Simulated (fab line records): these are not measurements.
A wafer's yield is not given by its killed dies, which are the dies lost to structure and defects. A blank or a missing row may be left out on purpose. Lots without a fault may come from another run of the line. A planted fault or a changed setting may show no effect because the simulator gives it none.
The same fault as seen by 2 desks :: flow n5 finfet :: every desk sees just its own numbers, and what lay behind them comes last

## AT THE METROLOGY DESK
What the gauges read, lot by lot, whatever tool the lot ran on: means of the sampled wafers that have a number. Marked OUT: a lot whose mean sits more than 4 standard deviations from the usual mean, which makes it out of limits; the brackets give that distance. 7 of its 11 readings are shown, namely those furthest out on some lot.
Columns: A = thk nm at N5_FIN_SAQP_THK_MEAS_05, usual 38.0 nm; B = DIBL_N at N5_BEOL_M4_RC_MEAS_101, usual 36.0 mV/V; C = DIBL_P at N5_BEOL_M4_RC_MEAS_101, usual 35.8 mV/V; D = IOFF_P at N5_BEOL_M4_RC_MEAS_101, usual 0.20 nA/um; E = ION_N at N5_BEOL_M4_RC_MEAS_101, usual 670 uA/um; F = ION_P at N5_BEOL_M4_RC_MEAS_101, usual 459 uA/um; G = VT_P at N5_BEOL_M4_RC_MEAS_101, usual -252 mV
lot: L369
first seen here: day 1 21:17
A: 38.4
B: 36.0
C: 36.2
D: 0.22
E: 673
F: 464
G: -246

lot: L370
first seen here: day 2 03:05
A: 37.8
B: 35.6
C: 34.2
D: 0.18
E: 660
F: 455
G: -254

lot: L371
first seen here: day 2 09:34
A: 37.6
B: 36.1
C: 35.6
D: 0.19
E: 672
F: 461
G: -253

lot: L372
first seen here: day 2 16:16
A: 38.5
B: 36.2
C: 36.4
D: 0.20
E: 668
F: 454
G: -252

lot: L373
first seen here: day 2 21:18
A: 38.0
B: 36.8
C: 36.4
D: 0.19
E: 670
F: 460
G: -252

lot: L374
first seen here: day 3 03:50
A: 38.0
B: 35.1
C: 36.0
D: 0.22
E: 664
F: 467
G: -247

lot: L379
first seen here: day 4 09:13
A: 38.4
B: 35.7
C: 36.0
D: 0.17
E: 669
F: 457
G: -257

lot: L380
first seen here: day 4 18:10
A: 37.1
B: 37.4
C: 36.9
D: 0.20
E: 665
F: 453
G: -253

lot: L382
first seen here: day 5 03:41
A: 37.1
B: 37.3
C: 38.5
D: 0.21
E: 675
F: 457
G: -253

lot: L385
first seen here: day 5 21:03
A: 37.3
B: 35.8
C: 35.9
D: 0.19
E: 680
F: 460
G: -253

lot: L387
first seen here: day 6 09:50
A: 37.6
B: 35.7
C: 35.7
D: 0.20
E: 678
F: 463
G: -250

lot: L388
first seen here: day 6 15:16
A: 37.9
B: 34.8
C: 33.2
D: 0.17
E: 669
F: 458
G: -254

lot: L391
first seen here: day 7 08:41
A: 37.8
B: 36.0
C: 36.4
D: 0.23
E: 678
F: 467
G: -250

lot: L392
first seen here: day 7 14:48
A: 38.0
B: 33.1
C: 32.2
D: 0.14
E: 648
F: 446
G: -257
This desk's verdict: no lot among the 14 shows anything out of limits.

## AT THE TOOL OWNER'S DESK: pecvd-01
The tool's own readings at N5_FIN_SAQP_HM_DEP_03 (deposits SiNx from SiH4/NH3/N2, target thk 38 nm, time 33.6 s): means of the sampled wafers that have a number, for each lot that ran on this tool. Marked OUT: a lot whose mean sits more than 4 standard deviations from the usual mean, which makes it out of limits; the brackets give that distance.
Columns: A = heater power w at N5_FIN_SAQP_HM_DEP_03, usual 764 W; B = showerhead plenum p Torr at N5_FIN_SAQP_HM_DEP_03, usual 5.14 Torr; C = throttle valve pct at N5_FIN_SAQP_HM_DEP_03, usual 41.2 %
lot: L369
first seen here: day 1 21:11
A: 784
B: 5.14
C: 42.4

lot: L370
first seen here: day 2 03:00
A: 745
B: 5.16
C: 42.4

lot: L373
first seen here: day 2 21:11
A: 825
B: 5.18
C: 40.8

lot: L379
first seen here: day 4 09:07
A: 775
B: 5.06
C: 44.2

lot: L380
first seen here: day 4 18:05
A: 857
B: 5.16
C: 42.3

lot: L382
first seen here: day 5 03:34
A: 709
B: 5.10
C: 42.9
This desk's verdict: no lot among the 6 shows anything out of limits.

## TAKEN TOGETHER
Nothing out of limits was seen by the metrology desk.
The desk of the tool owner found nothing out of limits.

## WHAT THE SIMULATOR HAD INSERTED
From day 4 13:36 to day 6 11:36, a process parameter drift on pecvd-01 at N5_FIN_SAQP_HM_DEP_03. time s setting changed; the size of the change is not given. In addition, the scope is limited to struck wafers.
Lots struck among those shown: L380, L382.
